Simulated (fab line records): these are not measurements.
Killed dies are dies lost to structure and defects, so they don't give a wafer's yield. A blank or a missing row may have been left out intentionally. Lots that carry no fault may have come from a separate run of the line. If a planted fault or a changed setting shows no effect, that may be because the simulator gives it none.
Which tool did it? ; flow n5 finfet ; 10 lots, 30 wafers sampled, at 4 steps of a route of 1938

== WHAT THE GAUGES READ, wafer by wafer ==
N5_BEOL_M9_INSPECT_58: inspects for defects (darkfield).
lot;measured;on;raw defect count
L124;day 10 07:28;defect inspect-02;51 93 64
L125;day 10 10:28;defect inspect-01;82 104 73
L127;day 11 04:50;defect inspect-02;58 80 55
L128;day 11 06:19;defect inspect-02;93 127 108
L136;day 13 15:35;defect inspect-02;1050 998 955
L137;day 13 15:02;defect inspect-01;1037 934 941
L143;day 15 08:45;defect inspect-02;102 80 57
L144;day 15 19:00;defect inspect-01;56 50 64
L146;day 15 21:55;defect inspect-01;45 42 75
L145;day 15 22:11;defect inspect-02;56 88 126

== WHAT TOOL EACH LOT RAN ON (gives the tool, then ch and the chambers of the sampled wafers, and finally the start) ==
lot;N5_BEOL_M9_ETCH_41;N5_BEOL_M9_PRE_CLEAN_45;N5_BEOL_M9_DEP_56
L124;rie diel-02 ch 0,1,2, day 10 05:25 or earlier;pvd sputter-02, day 10 05:25;pecvd-03 ch 0,2, day 10 07:22
L125;rie diel-03 ch 0,2,3, day 10 06:50 or earlier;pvd sputter-01, day 10 06:50;pecvd-01 ch 0,1, day 10 10:22
L127;rie diel-06 ch 1,2,3, day 11 02:02 or earlier;pvd sputter-03, day 11 02:02;pecvd-01 ch 0,1,2, day 11 04:44
L128;rie diel-02 ch 0,1,2, day 11 03:23 or earlier;pvd sputter-02, day 11 03:23;pecvd-04 ch 0,2, day 11 06:13
L136;rie diel-02 ch 0,1,3, day 13 13:29 or earlier;pvd sputter-03, day 13 13:29;pecvd-04 ch 0,1,2, day 13 15:29
L137;rie diel-03 ch 1,2, day 13 12:46 or earlier;pvd sputter-02, day 13 12:46;pecvd-04 ch 0,1, day 13 14:56
L143;rie diel-06 ch 0,2,3, day 15 07:02 or earlier;pvd sputter-03, day 15 07:02;pecvd-01 ch 0,1,2, day 15 08:39
L144;rie diel-02 ch 0,1,2, day 15 17:13 or earlier;pvd sputter-03, day 15 17:13;pecvd-03 ch 0,1,2, day 15 18:54
L146;rie diel-02 ch 0,1, day 15 20:18 or earlier;pvd sputter-02, day 15 20:18;pecvd-01 ch 0,1, day 15 21:49
L145;rie diel-02 ch 0,2, day 15 20:23 or earlier;pvd sputter-02, day 15 20:23;pecvd-03 ch 0,1,2, day 15 22:05
- N5_BEOL_M9_ETCH_41: etches SiCN in CH3F/O2, target depth 36.6 nm, time 70.1 s.
- N5_BEOL_M9_PRE_CLEAN_45: time 30 s.
- N5_BEOL_M9_DEP_56: deposits SiCN from 3MS/NH3, target thk 15 nm, time 26.5 s.

== THE ANSWER, worked out from the rows above alone ==
Rule: the lots themselves supply what counts as usual. Put in order of their means at a reading, lots are off if they are a third of the lots or fewer, leave a main group of 4 or more, and stand apart from it by a gap of 3 or more times the standard deviation of the main group's means; of several such gaps the widest counts. A main group whose means are all the same, to the digits that the tables above print for the reading, isn't used. A lot without any number at a reading at which 4 lots or more have one is off too. All remaining lots with rows at the step are treated as sound.
Off, at N5_BEOL_M9_INSPECT_58 on raw defect count: L136, L137. Main group: mean 76, sd 18.
A tool fits if, at a process step before that reading, it ran every lot that is off, and no sound lot after the first of them. Gauges at N5_BEOL_M9_INSPECT_58: tried the same way as those tools. N5_BEOL_M9_ETCH_41 gives no start for some lots, so the hours and the order of its lots are those of N5_BEOL_M9_PRE_CLEAN_45. One fits: N5_BEOL_M9_DEP_56 on pecvd-04. Its last sound lot is L128 (day 11 06:13), its first lot that is off L137 (day 13 14:56): a fault that began between those two fits.

== WHAT THE SIMULATOR HAD INSERTED ==
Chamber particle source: pecvd-04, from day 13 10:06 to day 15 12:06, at N5_BEOL_M9_DEP_56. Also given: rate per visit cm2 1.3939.
Struck lots among those shown: L137, L136. The rule above found the same.
